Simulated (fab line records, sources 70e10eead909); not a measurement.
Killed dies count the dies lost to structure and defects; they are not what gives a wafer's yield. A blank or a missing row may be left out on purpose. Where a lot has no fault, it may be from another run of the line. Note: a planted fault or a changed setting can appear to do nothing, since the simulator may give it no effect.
A single fault, viewed from 2 desks | flow nand harc | numbers are kept per desk, each desk with only its own; the story behind them comes last

AT THE TOOL OWNER'S DESK: pecvd-04
The tool's own readings at NHARC_A_CHANNEL_HOLE_D1_DEP_01 (deposits SiON, target thk 140 nm): means of the sampled wafers that have a number, for each lot that ran on this tool. If a lot's mean is further than 4 standard deviations from the usual mean, the lot is out of limits and carries the mark OUT (the distance appears in the brackets).
Columns: A = heater power w at NHARC_A_CHANNEL_HOLE_D1_DEP_01, usual 784 W
lot  | first seen here | A
L929 | day 8 16:12     | 713
L928 | day 8 16:26     | 781
L933 | day 10 06:50    | 811
L934 | day 10 07:58    | 784
L939 | day 11 08:54    | 768
L937 | day 11 09:18    | 832
L940 | day 11 09:39    | 806
This desk found nothing out of limits on any of the 7 lots.

THE METROLOGY DESK
Lot by lot, what the gauges showed, no matter which tool ran the lot: averages of those sampled wafers that carry a number. If a lot's mean is further than 4 standard deviations from the usual mean, the lot is out of limits and carries the mark OUT (the distance appears in the brackets).
Columns: A = overlay x nm at NHARC_A_BONDPAD_OVL_MEAS_35, usual 0 nm; B = overlay y nm at NHARC_A_BONDPAD_OVL_MEAS_35, usual -1 nm; C = cd nm at NHARC_THIN_TSV_CD_MEAS_16, usual 999.9 nm
lot  | first seen here | A   | B  | C
L926 | day 18 00:24    | 7   | 5  | 1000.1
L927 | day 18 02:49    | 1   | -6 | 1001.2
L929 | day 18 05:14    | -15 | -2 | 1000.6
L928 | day 18 06:00    | 1   | -2 | 1000.5
L930 | day 19 02:41    | -2  | -8 | 996.5
L931 | day 19 14:39    | 2   | -1 | 1000.2
L933 | day 20 08:16    | -1  | 3  | 998.3
L934 | day 20 13:43    | -0  | -2 | 1000.1
L936 | day 20 15:15    | -11 | -6 | 996.8
L940 | day 21 04:35    | -5  | -3 | 999.7
L937 | day 21 08:33    | -1  | 2  | 1001.4
L939 | day 21 09:26    | 7   | 6  | 998.7
L942 | day 21 16:08    | 1   | -7 | 1000.3
L948 | day 24 02:46    | -9  | 5  | 1001.9
This desk found nothing out of limits on any of the 14 lots.

PUT TOGETHER
Nothing out of limits was seen by the tool owner's desk.
The metrology desk saw nothing out of limits.

WHAT THE SIMULATOR HAD INSERTED
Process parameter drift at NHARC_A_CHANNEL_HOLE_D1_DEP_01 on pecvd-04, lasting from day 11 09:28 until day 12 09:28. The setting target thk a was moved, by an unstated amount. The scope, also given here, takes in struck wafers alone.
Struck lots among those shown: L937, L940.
